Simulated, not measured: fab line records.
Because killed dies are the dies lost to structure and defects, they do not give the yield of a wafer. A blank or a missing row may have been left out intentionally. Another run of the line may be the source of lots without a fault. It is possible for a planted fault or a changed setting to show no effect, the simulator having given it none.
Chamber matching ; flow nandHarc ; NHARC_A_CHANNEL_HOLE_D1_DESCUM_15 on rieDiel-09 has 4 sister chambers
The step chemistry O2, time 3 s. 45 wafers are shown with their chamber, then 12 later ones without.

== WAFERS WITH THEIR CHAMBER ==
wafer;chamber;showerheadPlenumPTorr (Torr);drypumpMotorCurrentA (A);oesProductAu (a.u.)
L074.1;1;1.94;6.1;1.006
L074.4;2;1.88;6.1;0.982
L074.6;3;1.80;5.5;1.005
L075.2;2;1.88;6.0;0.993
L075.5;1;1.94;6.1;1.006
L075.6;2;1.88;6.0;0.996
L076.1;2;1.88;6.0;0.985
L076.2;3;1.80;5.5;1.011
L076.5;3;1.80;5.5;1.006
L077.4;2;1.88;6.0;1.000
L077.5;3;1.80;5.5;1.005
L077.6;0;1.85;6.4;1.016
L078.3;1;1.94;6.1;1.007
L078.5;1;1.94;6.1;1.015
L078.6;0;1.85;6.4;1.013
L079.2;0;1.85;6.4;1.008
L079.4;1;1.94;6.1;1.006
L079.5;0;1.85;6.4;1.009
L081.2;0;1.85;6.4;1.016
L081.5;1;1.94;6.1;1.008
L081.6;2;1.88;6.0;0.990
L082.1;1;1.94;6.1;1.003
L082.2;0;1.85;6.4;1.005
L082.4;3;1.80;5.5;1.006
L084.2;0;1.85;6.4;1.014
L084.3;1;1.94;6.1;1.010
L084.6;0;1.84;6.4;1.014
L087.1;0;1.84;6.4;1.015
L087.5;3;1.80;5.6;1.011
L087.6;0;1.84;6.4;1.012
L088.1;3;1.79;5.5;1.002
L088.5;3;1.79;5.5;0.990
L088.6;2;1.88;6.0;0.990
L089.2;2;1.88;6.0;1.002
L089.4;3;1.79;5.5;0.999
L089.6;2;1.88;6.0;0.999
L092.1;0;1.84;6.4;1.012
L092.3;1;1.94;6.1;0.999
L092.4;3;1.79;5.5;1.001
L091.1;1;1.94;6.1;0.998
L091.2;3;1.79;5.5;0.983
L091.3;2;1.88;6.1;0.992
L093.1;2;1.88;6.1;0.995
L093.2;0;1.84;6.4;0.997
L093.4;3;1.79;5.5;0.996

SIGNATURES, as means of the wafers listed above
reading;chamber 0;chamber 1;chamber 2;chamber 3;scatter within a chamber
showerheadPlenumPTorr;1.8458;1.9400;1.8800;1.7950;0.0038
drypumpMotorCurrentA;6.400;6.100;6.027;5.508;0.0275
oesProductAu;1.01092;1.00580;0.99309;1.00125;0.00643
Rule: for each reading, subtract the chamber's mean from the wafer's reading, divide by that reading's scatter and square the result; add these up over the readings and take the root, which gives the wafer's distance from the chamber. If the next closest chamber is less than 2 further off than the closest, the wafer can't be placed; otherwise it belongs to the closest. The scatter is the square root of a quotient: the sum, over the shown wafers, of each reading's squared deviation from its chamber's mean, divided by wafers minus chambers.

== WAFERS WHOSE CHAMBER IS MISSING ==
wafer;showerheadPlenumPTorr (Torr);drypumpMotorCurrentA (A);oesProductAu (a.u.)
L094.1;1.79;5.5;0.996
L094.2;1.94;6.0;1.001
L094.5;1.94;6.1;1.009
L095.3;1.84;6.4;0.999
L095.4;1.94;6.1;1.014
L095.6;1.94;6.1;1.012
L097.2;1.87;6.1;0.989
L097.5;1.88;6.1;0.992
L097.6;1.94;6.1;1.010
L096.1;1.79;5.5;0.995
L096.2;1.87;6.0;1.002
L096.6;1.94;6.0;1.009

== WHICH CHAMBER EACH WENT THROUGH ==
wafer;from the rows above;in truth
L094.1;3;3
L094.2;1;1
L094.5;1;1
L095.3;0;0
L095.4;1;1
L095.6;1;1
L097.2;2;2
L097.5;2;2
L097.6;1;1
L096.1;3;3
L096.2;2;2
L096.6;1;1
12 of 12 placed correctly. From these rows, 0 cannot be placed. Wrongly placed: 0.
